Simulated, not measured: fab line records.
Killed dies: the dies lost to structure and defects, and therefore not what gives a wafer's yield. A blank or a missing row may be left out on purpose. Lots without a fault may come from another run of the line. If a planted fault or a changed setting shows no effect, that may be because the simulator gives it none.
fab line records	flow nand_harc
record: lots: 6	wafers: 18	last_day: 33
route steps=1302 shown A_CHANNEL_HOLE_D2@587 END@1302
lots that met no fault: taken from a fault-free run of the same line
start_h: hours from the record's first day to the start of the lot's first wafer shown	wait_h: hours elapsed since this lot's preceding step	" repeats the value in the row above	L1.1+2: a row that stands for several wafers	- no value, or no start given	* or withheld: withheld	< > ~ a bound
route shown NAME@n: a module of which the file shows steps, and the number in the route of the first	usual: the fault-free wafers' mean and standard deviation	same: alike in all rows	chamber/n: place in a boat	sites: per-site readings	_std_site: the standard deviation of these	_edge_site: the outer-site mean with the inner-site mean subtracted	radius_mm: for every site, how far away it sits from the centre of the wafer	mask NAME#n: copy n	behind: tool/chamber where the wafer was last shaped	hold: reason for holding the lot/hours on hold/outcome of the hold	device: names the non-switching transistor (n, p or np)	end of line: the route-end tests of the same wafers	a step given without rows: its recipe and nothing more	killed: count of dies lost to structure and defects at first sort (not the wafer's yield)	map: dies across one wafer; x = killed, . = not, _ = none there
set.NAME: the setting that was run; set.NAME@STEP: the one run at that earlier step	model.NAME: the simulator's own value behind a step, which no gauge read
a table for each step, a row for each wafer; lots at some steps of the route
services: a tool's chamber out of use, with start hour (start_h, from the record's first day; less than 0 if before it), hours out, and reason
== steps ==
step: NHARC_A_CHANNEL_HOLE_D2_ETCH_39
recipe: target_depth_a: 2600	over_etch_frac: 0.3	time_s: 325	ion_energy_ev: 200	n2_flow_sccm: 150	h2_flow_sccm: 150	ar_flow_sccm: 0	rf_w: 400	bias_w: 150	chemistry: N2/H2
step: NHARC_A_CHANNEL_HOLE_D2_ETCH_34
recipe: target_depth_a: 1540	time_s: 77	cf4_flow_sccm: 100	chf3_flow_sccm: 30	ar_flow_sccm: 0	rf_w: 500	bias_w: 200	chemistry: CF4/CHF3
usual: drypump_motor_current_A: 5.7/0.46	mfc_ar_sccm: 0.010/0.012	oes_product_au: 0.962/0.019	rf_vpp_V: 370.5/2.9	showerhead_plenum_p_Torr: 1.57/0.082	throttle_valve_pct: 16.803/0.0093
lot.wafer	tool	chamber	start_h	wait_h	drypump_motor_current_A	mfc_ar_sccm	oes_product_au	rf_hours_counter_h	rf_vpp_V	showerhead_plenum_p_Torr	throttle_valve_pct
L833.3	rie_diel-03	0	-	-	5.0	0	0.969	0.5	372.7	1.60	16.805
L833.2	"	1	"	"	5.8	0.024	0.957	1.9	367.9	1.47	16.807
L833.4	"	2	"	"	5.3	0	0.957	1.9	372.8	1.63	16.808
L842.3	rie_diel-07	2	-	-	5.7	0.040	0.967	6.1	373.1	1.68	16.809
L842.4	"	3	"	"	5.8	0	0.978	6.3	372.6	1.68	16.807
L842.6	"	1	"	"	5.4	0.007	0.957	-	374.3	1.65	16.807
L846.4	rie_diel-07	0	-	-	5.2	0	0.934	9.5	371.0	1.58	16.807
L846.2	"	1	"	"	5.4	0.007	0.920	9.8	373.6	1.65	16.803
L846.1	"	3	"	"	5.8	0	0.925	9.8	375.0	1.68	16.804
L847.2	rie_diel-03	3	-	-	6.2	0.010	0.952	0.3	371.7	1.60	16.806
L847.4	"	3	"	"	6.2	0.010	0.952	-	372.1	1.60	16.803
L847.5	"	1	"	"	5.8	0.024	0.942	-	365.8	1.47	16.794
L850.1	rie_diel-08	0	-	-	5.6	0	0.963	5.7	373.2	1.62	16.799
L850.6	"	1	"	"	5.8	0.019	0.962	-	366.8	1.47	16.796
L850.5	"	2	"	"	6.0	0.014	0.958	-	368.2	1.47	16.803
L852.2	rie_diel-08	1	-	-	5.8	0.019	0.961	7.8	366.7	1.47	16.807
L852.3	"	2	"	"	6.0	0.014	0.953	6.7	366.1	1.47	16.812
L852.4	"	3	"	"	6.7	0.008	0.942	6.7	368.0	1.47	16.808
step: NHARC_A_CHANNEL_HOLE_D2_ETCH_16
recipe: target_depth_a: 31000	over_etch_frac: 0.3	time_s: 806	ion_energy_ev: 150	o2_flow_sccm: 400	cos_flow_sccm: 20	ar_flow_sccm: 0	rf_w: 500	bias_w: 300	chemistry: O2/COS
step: NHARC_A_CHANNEL_HOLE_D2_CD_MEAS_18
usual: cd_nm: 99.4/1.7
lot.wafer	tool	chamber	start_h	wait_h	cd_nm
L833.2	cd_sem-02	-	335.49	-	100.5
L833.3	"	-	"	"	102.0
L833.4	"	-	"	"	100.8
L842.3	cd_sem-01	-	413.78	-	99.5
L842.4	"	-	"	"	100.6
L842.6	"	-	"	"	98.5
L846.1	cd_sem-02	-	470.72	-	98.3
L846.2	"	-	"	"	98.8
L846.4	"	-	"	"	99.4
L847.2	cd_sem-03	-	472.46	-	100.4
L847.4	"	-	"	"	100.6
L847.5	"	-	"	"	102.4
L850.1	cd_sem-03	-	504.28	-	98.7
L850.5	"	-	"	"	101.1
L850.6	"	-	"	"	97.2
L852.2	cd_sem-03	-	527.52	-	101.2
L852.3	"	-	"	"	100.1
L852.4	"	-	"	"	98.7
step: NHARC_A_CHANNEL_HOLE_D2_ETCH_19
recipe: bias_v: 1200	source_w: 2500	pressure_mtorr: 15	time_s: 34.5	ar_flow_sccm: 375	c4f8_flow_sccm: 28.8	o2_flow_sccm: 96.2	temp_c: -20	target_depth_a: *	chemistry: C4F8/O2/Ar
usual: drypump_motor_current_A: 5.9/0.52	mfc_ar_sccm: 374.9/1.2	showerhead_plenum_p_Torr: 3.72/0.15	throttle_valve_pct: 37.039/0.0082
lot.wafer	tool	chamber	start_h	wait_h	drypump_motor_current_A	mfc_ar_sccm	rf_hours_counter_h	showerhead_plenum_p_Torr	throttle_valve_pct
L833.2	har_etch-01	0	335.57	0.1	6.5	375.0	184	3.73	37.041
L833.3	"	0	"	"	6.4	374.3	-	3.73	37.049
L833.4	"	1	"	"	5.9	375.7	-	3.62	37.050
L842.3	har_etch-02	0	416.76	3.0	5.8	374.5	-	3.98	37.045
L842.4	"	1	"	"	5.0	374.9	-	3.98	37.045
L842.6	"	0	"	"	5.9	374.2	-	3.98	37.045
L846.1	har_etch-02	1	470.79	0.1	5.0	374.9	38	3.96	37.052
L846.2	"	0	"	"	5.8	375.2	38	3.96	37.033
L846.4	"	0	"	"	5.8	376.5	-	3.96	37.030
L847.2	har_etch-02	0	474.97	2.5	5.9	376.3	42	3.96	37.032
L847.4	"	1	"	"	5.0	373.8	-	3.96	37.053
L847.5	"	0	"	"	5.9	373.2	-	3.96	37.049
L850.1	har_etch-01	1	505.14	0.9	5.9	375.0	290	3.56	37.046
L850.5	"	0	"	"	6.4	373.9	-	3.67	37.032
L850.6	"	1	"	"	5.9	374.6	-	3.56	37.032
L852.2	har_etch-01	1	527.61	0.1	6.0	374.5	298	3.55	37.029
L852.4	"	0	"	"	6.4	374.4	-	3.66	37.043
L852.3	"	1	"	"	5.9	375.2	-	3.55	37.025
step: NHARC_A_CHANNEL_HOLE_D2_ETCH_20
recipe: bias_v: 3000	source_w: withheld	pressure_mtorr: 20	time_s: 361.9	ar_flow_sccm: 375	c4f8_flow_sccm: 89.3	o2_flow_sccm: 35.7	temp_c: -20	target_depth_a: 16000	chemistry: C4F8/O2/Ar
step: NHARC_A_CHANNEL_HOLE_D2_ETCH_21
recipe: bias_v: 3000	source_w: withheld	pressure_mtorr: 20	time_s: 514.3	ar_flow_sccm: 375	c4f8_flow_sccm: 89.3	o2_flow_sccm: 35.7	temp_c: -20	target_depth_a: 16000	chemistry: C4F8/O2/Ar
step: NHARC_A_CHANNEL_HOLE_D2_ETCH_22
recipe: bias_v: 3000	source_w: withheld	pressure_mtorr: 20	time_s: 666.7	ar_flow_sccm: 375	c4f8_flow_sccm: 89.3	o2_flow_sccm: 35.7	temp_c: -20	target_depth_a: 16000	chemistry: C4F8/O2/Ar
step: NHARC_A_CHANNEL_HOLE_D2_ETCH_23
recipe: bias_v: 5000	source_w: withheld	pressure_mtorr: 20	time_s: 819	ar_flow_sccm: 375	c4f8_flow_sccm: 89.3	o2_flow_sccm: 35.7	temp_c: -20	target_depth_a: 16000	chemistry: C4F8/O2/Ar
usual: drypump_motor_current_A: 5.9/0.52	mfc_ar_sccm: 375.0/1.2	showerhead_plenum_p_Torr: 3.68/0.14	throttle_valve_pct: 32.154/0.0092
lot.wafer	tool	chamber	start_h	wait_h	drypump_motor_current_A	mfc_ar_sccm	rf_hours_counter_h	showerhead_plenum_p_Torr	throttle_valve_pct
L833.2	har_etch-01	0	337.00	0.5	6.4	374.3	185	3.68	32.143
L833.3	"	0	"	"	6.4	374.8	-	3.68	32.155
L833.4	"	1	"	"	6.0	375.1	-	3.58	32.151
L842.3	har_etch-02	0	418.40	0.5	5.8	375.9	-	3.93	32.152
L842.4	"	1	"	"	5.0	376.7	-	3.93	32.150
L842.6	"	0	"	"	5.8	375.2	-	3.93	32.153
L846.1	har_etch-02	1	472.24	0.5	5.0	374.3	40	3.91	32.150
L846.2	"	0	"	"	5.8	374.0	40	3.91	32.146
L846.4	"	0	"	"	5.9	373.8	-	3.91	32.142
L847.2	har_etch-02	0	476.49	0.5	5.9	376.1	44	3.91	32.163
L847.4	"	1	"	"	5.0	373.6	-	3.91	32.148
L847.5	"	0	"	"	5.8	375.4	-	3.91	32.166
L850.1	har_etch-01	1	506.67	0.5	6.0	375.7	292	3.52	32.146
L850.5	"	0	"	"	6.4	375.4	-	3.63	32.160
L850.6	"	1	"	"	6.0	373.0	-	3.52	32.145
L852.2	har_etch-01	1	529.14	0.5	6.0	373.3	300	3.52	32.163
L852.4	"	0	"	"	6.5	374.8	-	3.62	32.164
L852.3	"	1	"	"	5.9	375.0	-	3.52	32.162
step: NHARC_A_CHANNEL_HOLE_D2_ETCH_24
recipe: bias_v: 5000	source_w: withheld	pressure_mtorr: 20	time_s: 906.2	ar_flow_sccm: 375	c4f8_flow_sccm: 93.8	o2_flow_sccm: 31.2	temp_c: -20	target_depth_a: 15000	chemistry: C4F8/O2/Ar
step: NHARC_A_CHANNEL_HOLE_D2_ETCH_25
recipe: bias_v: 5000	source_w: withheld	pressure_mtorr: 20	time_s: 1040.2	ar_flow_sccm: 375	c4f8_flow_sccm: 93.8	o2_flow_sccm: 31.2	temp_c: -20	target_depth_a: 15000	chemistry: C4F8/O2/Ar
step: NHARC_A_CHANNEL_HOLE_D2_ETCH_26
recipe: bias_v: 300	source_w: 2000	pressure_mtorr: 30	time_s: 224.1	ar_flow_sccm: 375	c4f8_flow_sccm: 11.4	o2_flow_sccm: 113.6	temp_c: -20	target_depth_a: 3000	chemistry: C4F8/O2/Ar
step: NHARC_A_CHANNEL_HOLE_D2_ETCH_27
recipe: bias_v: 400	source_w: 2000	pressure_mtorr: 25	time_s: 90	ar_flow_sccm: 375	c4f8_flow_sccm: 41.7	o2_flow_sccm: 83.3	temp_c: -20	target_depth_a: 4000	chemistry: C4F8/O2/Ar
usual: drypump_motor_current_A: 5.9/0.52	mfc_ar_sccm: 375.2/1.1	showerhead_plenum_p_Torr: 3.72/0.15	throttle_valve_pct: 27.619/0.0087
lot.wafer	tool	chamber	start_h	wait_h	drypump_motor_current_A	mfc_ar_sccm	rf_hours_counter_h	showerhead_plenum_p_Torr	throttle_valve_pct
L833.2	har_etch-01	0	339.52	0.2	6.5	374.7	188	3.72	27.638
L833.3	"	0	"	"	6.5	375.1	-	3.72	27.612
L833.4	"	1	"	"	6.0	374.2	-	3.61	27.605
L842.3	har_etch-02	0	420.76	0.2	5.8	373.6	-	3.97	27.640
L842.4	"	1	"	"	5.0	373.2	-	3.97	27.618
L842.6	"	0	"	"	5.8	376.9	-	3.97	27.605
L846.1	har_etch-02	1	474.77	0.2	5.0	375.2	42	3.96	27.620
L846.2	"	0	"	"	5.9	374.4	42	3.96	27.622
L846.4	"	0	"	"	5.9	374.3	-	3.96	27.633
L847.2	har_etch-02	0	478.95	0.2	5.8	374.5	46	3.95	27.632
L847.4	"	1	"	"	5.0	376.1	-	3.95	27.618
L847.5	"	0	"	"	5.8	373.7	-	3.95	27.614
L850.1	har_etch-01	1	509.14	0.2	5.9	374.6	294	3.56	27.620
L850.5	"	0	"	"	6.5	374.9	-	3.66	27.620
L850.6	"	1	"	"	5.9	375.3	-	3.56	27.597
L852.2	har_etch-01	1	531.60	0.2	5.9	374.7	302	3.55	27.618
L852.4	"	0	"	"	6.5	377.7	-	3.66	27.612
L852.3	"	1	"	"	6.0	373.3	-	3.55	27.613
step: NHARC_A_CHANNEL_HOLE_D2_STRIP_41
recipe: n2_flow_sccm: 150	h2_flow_sccm: 150	ar_flow_sccm: 0	bias_w: 0	chemistry: N2/H2
step: NHARC_A_CHANNEL_HOLE_D2_STRIP_42
recipe: cf4_flow_sccm: 100	chf3_flow_sccm: 30	ar_flow_sccm: 0	bias_w: 0	chemistry: CF4/CHF3
step: NHARC_A_CHANNEL_HOLE_D2_STRIP_43
recipe: o2_flow_sccm: 400	cos_flow_sccm: 20	ar_flow_sccm: 0	bias_w: 0	chemistry: O2/COS
step: NHARC_A_CHANNEL_HOLE_D2_ETCH_44
recipe: target_depth_a: 1400	overetch_a: 140	time_s: 77	ion_energy_ev: 100	cf4_flow_sccm: 80	o2_flow_sccm: 20	ar_flow_sccm: 0	rf_w: 300	bias_w: 100	chemistry: CF4/O2
step: NHARC_A_CHANNEL_HOLE_D2_STRIP_28
recipe: o2_flow_sccm: 500	ar_flow_sccm: 0	bias_w: 0	chemistry: O2
usual: drypump_motor_current_A: 5.8/0.45	mfc_ar_sccm: 0.010/0.01	oes_product_au: 1.002/0.0069	rf_vpp_V: 57.7/1	showerhead_plenum_p_Torr: 3.48/0.19	throttle_valve_pct: 17.035/0.0099
lot.wafer	tool	chamber	start_h	wait_h	drypump_motor_current_A	mfc_ar_sccm	oes_product_au	rf_hours_counter_h	rf_vpp_V	showerhead_plenum_p_Torr	throttle_valve_pct
L833.4	rie_diel-08	0	-	-	5.6	0	1.000	8.6	58.7	3.64	17.033
L833.2	"	1	"	"	5.8	0.019	1.009	7.9	58.0	3.30	17.025
L833.3	"	2	"	"	6.0	0.014	1.007	7.7	56.5	3.30	17.040
L842.3	rie_diel-03	3	-	-	6.3	0.010	1.004	6.3	59.4	3.58	17.032
L842.4	"	0	"	"	5.0	0	1.005	5.6	57.6	3.58	17.033
L842.6	"	2	"	"	5.3	0	0.999	-	59.4	3.66	17.033
L846.2	rie_diel-08	1	-	-	5.7	0.019	0.996	5.4	56.8	3.29	17.039
L846.1	"	2	"	"	6.0	0.014	1.001	4.5	57.7	3.29	17.018
L846.4	"	3	"	"	6.7	0.008	0.994	4.7	57.8	3.31	17.035
L847.4	rie_diel-08	0	-	-	5.6	0	1.011	5.0	56.9	3.64	17.038
L847.2	"	2	"	"	6.0	0.014	1.001	4.7	56.9	3.29	17.022
L847.5	"	0	"	"	5.6	0	1.018	-	58.2	3.64	17.036
L850.1	rie_diel-03	3	-	-	6.3	0.010	1.011	2.3	56.7	3.58	17.022
L850.6	"	0	"	"	4.9	0	1.002	-	57.8	3.58	17.027
L850.5	"	1	"	"	5.8	0.024	1.002	-	55.3	3.29	17.023
L852.3	rie_diel-08	2	-	-	6.0	0.014	1.007	7.7	56.6	3.29	17.036
L852.2	"	3	"	"	6.7	0.008	1.012	7.7	57.7	3.31	17.043
L852.4	"	0	"	"	5.7	0	1.008	8.0	57.7	3.64	17.038
step: NHARC_A_CHANNEL_HOLE_D2_PRECLEAN_29
recipe: time_s: *	temp_c: 50	bath_age_min: 0	chemistry: SC1
step: NHARC_A_CHANNEL_HOLE_D2_SRD_30
step: NHARC_A_CHANNEL_HOLE_D2_CD_MEAS_31
usual: cd_nm: 89.8/1
lot.wafer	tool	chamber	start_h	wait_h	cd_nm
L833.2	cd_sem-03	-	341.07	-	90.2
L833.3	"	-	"	"	90.5
L833.4	"	-	"	"	92.7
L842.3	cd_sem-03	-	422.23	-	91.7
L842.4	"	-	"	"	90.3
L842.6	"	-	"	"	89.8
L846.1	cd_sem-03	-	476.32	-	90.4
L846.2	"	-	"	"	89.8
L846.4	"	-	"	"	89.6
L847.2	cd_sem-02	-	480.46	-	90.7
L847.4	"	-	"	"	90.3
L847.5	"	-	"	"	88.8
L850.1	cd_sem-01	-	510.69	0.1	89.3
L850.5	"	-	"	"	88.9
L850.6	"	-	"	"	89.4
L852.2	cd_sem-03	-	533.11	-	91.2
L852.3	"	-	"	"	91.7
L852.4	"	-	"	"	90.4
step: NHARC_A_CHANNEL_HOLE_D2_XSEM_32
recipe: landing_energy_ev: 35000
usual: bot_cd_nm: 74.4/1.2	bow_nm: 8.58/0.29	tilt_deg: 0.08/0.048
same: landing_energy_ev: 35000
lot.wafer	tool	chamber	start_h	wait_h	bot_cd_nm	bow_nm	tilt_deg
L833.2	xsem-01	0	341.16	0.1	75.0	8.63	0.11
L833.3	"	0	"	"	75.5	8.65	0.11
L833.4	"	0	"	"	76.9	8.63	0.11
L842.3	xsem-02	0	422.33	0.1	76.6	9.17	0.06
L842.4	"	0	"	"	75.0	9.21	0.06
L842.6	"	0	"	"	74.9	9.16	0.06
L846.1	xsem-01	0	476.41	0.1	75.4	8.80	0.06
L846.2	"	0	"	"	75.2	8.77	0.06
L846.4	"	0	"	"	74.9	8.87	0.06
L847.2	xsem-01	0	480.55	0.1	74.8	8.22	0.02
L847.4	"	0	"	"	74.7	8.21	0.02
L847.5	"	0	"	"	73.3	8.17	0.02
L850.1	xsem-01	0	510.77	0.1	74.5	8.33	0.10
L850.5	"	0	"	"	74.1	8.48	0.10
L850.6	"	0	"	"	74.8	8.31	0.10
L852.2	xsem-02	0	533.20	0.1	76.6	8.75	0.13
L852.3	"	0	"	"	76.7	8.71	0.13
L852.4	"	0	"	"	74.9	8.74	0.13
step: NHARC_A_CHANNEL_HOLE_D2_INSPECT_40
usual: raw_defect_count: 296/78
lot.wafer	tool	chamber	start_h	wait_h	hold	raw_defect_count
L833.2	defect_inspect-01	-	341.25	-	-	217
L833.3	"	-	"	"	-	179
L833.4	"	-	"	"	-	197
L842.3	defect_inspect-01	-	422.42	-	-	255
L842.4	"	-	"	"	-	465
L842.6	"	-	"	"	-	330
L846.1	defect_inspect-01	-	476.51	-	await_dispo/0.2h/release	1146
L846.2	"	-	"	"	await_dispo/0.2h/release	1136
L846.4	"	-	"	"	await_dispo/0.2h/release	1140
L846.1	defect_inspect-01	-	476.68	0.2	-	1153
L846.2	"	-	"	"	-	1130
L846.4	"	-	"	"	-	1138
L847.2	defect_inspect-01	-	480.64	-	await_dispo/0.2h/release	1069
L847.4	"	-	"	"	await_dispo/0.2h/release	1095
L847.5	"	-	"	"	await_dispo/0.2h/release	1049
L847.2	defect_inspect-01	-	480.82	0.2	-	1054
L847.4	"	-	"	"	-	1092
L847.5	"	-	"	"	-	1048
L850.1	defect_inspect-01	-	510.87	-	-	342
L850.5	"	-	"	"	-	260
L850.6	"	-	"	"	-	398
L852.2	defect_inspect-02	-	533.30	-	-	301
L852.3	"	-	"	"	-	355
L852.4	"	-	"	"	-	407
step: NHARC_END_SORT_01
recipe: temp_c: 25
usual: killed_at_array: 53/18	killed_at_other: 0.9/1.3	killed_at_periphery: 4/3.1	killed_dies: 58/18	killed_open: 3.4/2	killed_short: 2.5/1.8
same: gross_dies: 677
lot.wafer	tool	chamber	start_h	wait_h	killed_at_array	killed_at_other	killed_at_periphery	killed_dies	killed_open	killed_short
L833.2	prober-02	0	595.31	2.8	49	1	3	53	1	4
L833.3	prober-02	0	596.12	3.1	47	0	1	48	1	1
L833.4	prober-02	0	596.93	3.4	51	3	0	54	2	1
L842.3	prober-02	0	691.09	3.1	28	0	1	29	1	2
L842.4	prober-02	0	691.89	3.4	39	1	3	43	4	2
L842.6	prober-02	0	693.50	4.0	35	0	0	35	1	5
L846.1	prober-02	0	737.43	2.5	132	0	5	137	0	1
L846.2	prober-02	0	738.23	2.8	85	5	4	94	3	1
L846.4	prober-02	0	739.83	3.4	116	2	2	120	5	0
L847.2	prober-01	0	768.70	2.8	74	1	5	80	2	1
L847.4	prober-01	0	770.29	3.4	119	1	7	127	3	2
L847.5	prober-01	0	771.09	3.7	68	1	11	80	7	0
killed by level:class
L833.2 A_SLIT:chamber_film_flake=24 A_CONTACT:chamber_film_flake=9 A_CHANNEL_HOLE_D2:chamber_film_flake=8 A_CHANNEL_HOLE_D1:chamber_film_flake=5 A_CHANNEL_FILL_D2:geometric_particle:short=2 P_M0:geometric_particle:open=1 P_M2:geometric_particle:short=1 P_BONDPAD:geometric_particle:short=1
L833.3 A_SLIT:chamber_film_flake=26 A_CHANNEL_HOLE_D2:chamber_film_flake=10 A_CONTACT:chamber_film_flake=5 A_CHANNEL_HOLE_D1:chamber_film_flake=3 A_SOURCE_PLATE:geometric_particle:open=1 A_CHANNEL_HOLE_D2:geometric_particle:short=1 P_M1:chamber_film_flake=1 A_M1:chamber_film_flake=1
L833.4 A_SLIT:chamber_film_flake=31 A_CHANNEL_HOLE_D2:chamber_film_flake=10 A_CHANNEL_HOLE_D1:chamber_film_flake=3 A_CONTACT:chamber_film_flake=2 THIN_TSV:chamber_film_flake=2 A_DECK1_JOINT:geometric_particle:open=1 A_M0:geometric_particle:open=1 STARTING-WAFER:geometric_particle:short=1
L842.3 A_CHANNEL_HOLE_D1:chamber_film_flake=18 A_STAIRCASE:chamber_film_flake=2 A_SLIT:chamber_film_flake=2 A_WL_FILL:chamber_film_flake=2 P_M0:geometric_particle:open=1 A_ONON_D1:geometric_particle:short=1 A_CHANNEL_FILL_D1:geometric_particle:short=1 A_CHANNEL_FILL_D2:chamber_film_flake=1
L842.4 A_CHANNEL_HOLE_D1:chamber_film_flake=27 A_STAIRCASE:chamber_film_flake=3 P_M0:geometric_particle:open=1 A_ONON_D1:geometric_particle:short=1 A_CHANNEL_HOLE_D1:geometric_particle:short=1 A_CHANNEL_HOLE_D1:geometric_particle:open=1 A_CHANNEL_HOLE_D2:geometric_particle:open=1 A_CONTACT:geometric_particle:open=1
L842.6 A_CHANNEL_HOLE_D1:chamber_film_flake=21 A_SLIT:chamber_film_flake=4 A_CHANNEL_FILL_D2:geometric_particle:short=2 A_WL_FILL:chamber_film_flake=2 A_CHANNEL_HOLE_D1:geometric_particle:short=1 A_ONON_D2:geometric_particle:short=1 A_STAIRCASE:geometric_particle:open=1 A_WL_FILL:geometric_particle:short=1
L846.1 A_CHANNEL_HOLE_D2:unspecified=87 A_SLIT:chamber_film_flake=25 A_CHANNEL_HOLE_D1:chamber_film_flake=8 A_WL_FILL:chamber_film_flake=5 P_ZERO_WELL:chamber_film_flake=3 A_CONTACT:chamber_film_flake=3 P_M2:chamber_film_flake=2 A_STAIRCASE:chamber_film_flake=2
L846.2 A_CHANNEL_HOLE_D2:unspecified=49 A_SLIT:chamber_film_flake=25 THIN_TSV:chamber_film_flake=5 A_CONTACT:chamber_film_flake=3 A_CHANNEL_FILL_D1:geometric_particle:open=2 P_M2:chamber_film_flake=2 A_STAIRCASE:chamber_film_flake=2 A_DECK1_JOINT:geometric_particle:short=1
L846.4 A_CHANNEL_HOLE_D2:unspecified=43 A_CHANNEL_HOLE_D1:chamber_film_flake=34 A_SLIT:chamber_film_flake=24 A_STAIRCASE:chamber_film_flake=7 A_CHANNEL_HOLE_D1:geometric_particle:open=2 A_WL_FILL:geometric_particle:open=2 A_CONTACT:chamber_film_flake=2 THIN_TSV:chamber_film_flake=2
L847.2 A_CHANNEL_HOLE_D2:unspecified=42 A_CHANNEL_HOLE_D1:chamber_film_flake=11 A_CONTACT:chamber_film_flake=8 A_SLIT:chamber_film_flake=6 A_CHANNEL_HOLE_D2:chamber_film_flake=4 P_GATE:chamber_film_flake=3 P_CONTACT:geometric_particle:open=1 A_SGD_CUT:geometric_particle:open=1
L847.4 A_CHANNEL_HOLE_D2:unspecified=91 A_CHANNEL_HOLE_D1:chamber_film_flake=10 A_CONTACT:chamber_film_flake=7 P_M2:chamber_film_flake=3 A_STAIRCASE:chamber_film_flake=3 A_SLIT:chamber_film_flake=3 P_GATE:chamber_film_flake=2 P_M1:geometric_particle:open=1
L847.5 A_CHANNEL_HOLE_D2:unspecified=45 A_CHANNEL_HOLE_D1:chamber_film_flake=8 P_GATE:chamber_film_flake=6 A_CONTACT:chamber_film_flake=5 A_STAIRCASE:chamber_film_flake=3 A_SLIT:chamber_film_flake=3 P_GATE:geometric_particle:open=2 P_M0:geometric_particle:open=2
== services ==
tool	chamber	start_h	hours	kind
xsem-01	-	314.13	1.4	repair
rie_diel-08	0	322.59	-	clean
rie_diel-08	1	322.59	-	clean
xsem-02	-	356.66	1.2	repair
rie_diel-08	-	367.80	9.0	pm
xsem-01	-	374.00	14.0	pm
har_etch-02	-	382.53	17.0	pm
har_etch-02	0	382.53	17.0	vent_cycle
har_etch-02	1	382.53	17.0	vent_cycle
rie_diel-07	0	389.59	10.0	repair
rie_diel-08	0	395.96	7.0	repair
har_etch-02	0	399.53	-	clean
har_etch-02	0	399.53	-	consumable_replace:focus_ring
har_etch-02	0	399.53	-	consumable_replace:showerhead
har_etch-02	1	399.53	-	clean
har_etch-02	1	399.53	-	consumable_replace:focus_ring
har_etch-02	1	399.53	-	consumable_replace:showerhead
rie_diel-07	1	422.56	5.5	repair
har_etch-01	-	431.52	1.5	repair
rie_diel-07	2	432.50	20.1	repair
rie_diel-07	0	445.54	1.3	repair
rie_diel-08	3	452.18	3.8	repair
rie_diel-03	-	458.30	9.0	pm
rie_diel-07	-	471.20	9.0	pm
== key ==
first_sign: step: NHARC_A_CHANNEL_HOLE_D2_INSPECT_40	reading: visit	direction: added
effect: step: NHARC_A_CHANNEL_HOLE_D2_INSPECT_40	reading: raw_defect_count	direction: up	sigmas: 10	usual: 296	struck: 1106
effect: step: NHARC_END_SORT_01	reading: killed_dies	direction: up	sigmas: 2.7	usual: 58	struck: 106	wafers_moved: 5
more_kills_born_at: NHARC_A_CHANNEL_HOLE_D2_ETCH_27@har_etch-02: 308
met_at NHARC_A_CHANNEL_HOLE_D2_ETCH_27
struck_wafers L846.1,L846.2,L846.4,L847.2,L847.4,L847.5
tester_left_out L846,L847
onset_between 420.76 474.77
also_fits NHARC_A_CHANNEL_HOLE_D2_ETCH_19:har_etch-02,NHARC_A_CHANNEL_HOLE_D2_ETCH_23:har_etch-02
fault: kind: chamber_particle_source	tool: har_etch-02	chamber: -	onset_h: 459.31	steps: NHARC_A_CHANNEL_HOLE_D2_ETCH_27	rate_per_visit_cm2: 1.3093	end_h: 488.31
tester_left_out: of these lots the tester's yield and bins aren't shown, on N5 and GAA mostly nor the transistor test; their killed dies are dies lost to structure and defects alone, not to doping, threshold or leakage, so they don't give the yield
